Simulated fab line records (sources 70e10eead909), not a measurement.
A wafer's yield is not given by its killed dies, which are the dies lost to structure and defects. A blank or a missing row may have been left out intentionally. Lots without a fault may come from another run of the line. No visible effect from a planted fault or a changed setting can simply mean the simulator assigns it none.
Chamber matching ; flow nandHarc ; NHARC_A_M0_DEP_00 on pecvd-04: 3 sister chambers
The step deposits SiOC, target thk 150 nm. 14 wafers are shown with their chamber, then 7 later ones without.

WAFERS WITH THEIR CHAMBER
wafer;chamber;showerheadVppV (V);rfFwdPowerW (W)
L179.1;0;1541;599.3
L179.3;1;1588;597.2
L179.6;0;1532;598.9
L184.1;0;1518;598.7
L184.2;2;1595;598.8
L184.4;1;1565;596.4
L185.2;2;1599;594.9
L185.4;0;1524;602.7
L185.6;1;1543;598.8
L187.2;2;1624;600.4
L187.5;2;1608;602.8
L187.6;0;1535;599.8
L190.1;0;1531;603.7
L190.2;2;1603;599.2

SIGNATURES, as means of the wafers listed above
reading;chamber 0;chamber 1;chamber 2;scatter within a chamber
showerheadVppV;1530.17;1565.33;1605.80;13
rfFwdPowerW;600.517;597.467;599.220;2.31
Rule: a wafer lies at a distance from a chamber equal to the root of the sum of squares, over the readings, of (its reading less the chamber's mean, divided by the reading's scatter). The wafer belongs to the nearest chamber; if the next one is less than 2 further off, it can't be placed. How the scatter is found: for the shown wafers, subtract from each reading the mean of its chamber, square and add these, divide the total by (wafers less chambers), then take the root.

WAFERS MISSING THEIR CHAMBER
wafer;showerheadVppV (V);rfFwdPowerW (W)
L190.5;1595;598.2
L189.2;1555;599.4
L189.3;1604;601.4
L189.5;1555;599.3
L192.1;1549;599.3
L192.3;1598;597.9
L192.6;1536;598.5

WHICH CHAMBER EACH ONE RAN IN
wafer;from the rows above;in truth
L190.5;can't be placed: 2 or 1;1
L189.2;can't be placed: 1 or 0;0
L189.3;2;2
L189.5;can't be placed: 1 or 0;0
L192.1;can't be placed: 1 or 0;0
L192.3;can't be placed: 2 or 1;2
L192.6;can't be placed: 0 or 1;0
Correct placement for 1 of the 7. From these rows, 6 cannot be placed; in 6 the true chamber is one of the candidates. 0 placed wrongly.
